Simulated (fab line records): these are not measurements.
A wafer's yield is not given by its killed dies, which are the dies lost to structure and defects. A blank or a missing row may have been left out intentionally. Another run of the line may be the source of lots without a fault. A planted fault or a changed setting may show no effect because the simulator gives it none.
Matching of chambers -- flow nand harc -- 3 sister chambers for NHARC_P_M1_DEP_33 on pecvd-02
The step deposits SiCN, target thk 30 nm. 3 wafers are shown with their chamber, then 8 later ones without.

WAFERS WITH THEIR CHAMBER
wafer,chamber,heater power w (W)
L082.2,1,547
L083.2,0,702
L085.2,2,500

WAFERS WHOSE CHAMBER IS MISSING
wafer,heater power w (W)
L085.5,707
L085.6,503
L091.4,563
L091.5,717
L091.6,536
L096.1,705
L096.2,520
L096.3,482

THE CHAMBER EACH PASSED THROUGH
wafer,from the rows above,in truth
L085.5,0,0
L085.6,2,2
L091.4,1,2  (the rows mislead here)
L091.5,0,0
L091.6,can't be placed: 1 or 2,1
L096.1,0,0
L096.2,can't be placed: 2 or 1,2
L096.3,2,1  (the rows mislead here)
4 of 8 placed correctly. Unplaceable from these rows: 2, with the true chamber sitting among the candidates in 2. Placed wrongly: 2.
How it was worked out, from the rows above alone: a wafer's distance from a chamber is the root of the sum, over the readings, of the square of ((its reading less the chamber's mean) divided by the reading's scatter). The wafer belongs to the nearest chamber; if the next one is less than 2 further off, it can't be placed. A chamber's mean is the mean of its shown wafers. The scatter: root of mean squared gap, hidden wafer to nearest shown wafer, with one shown wafer a chamber.
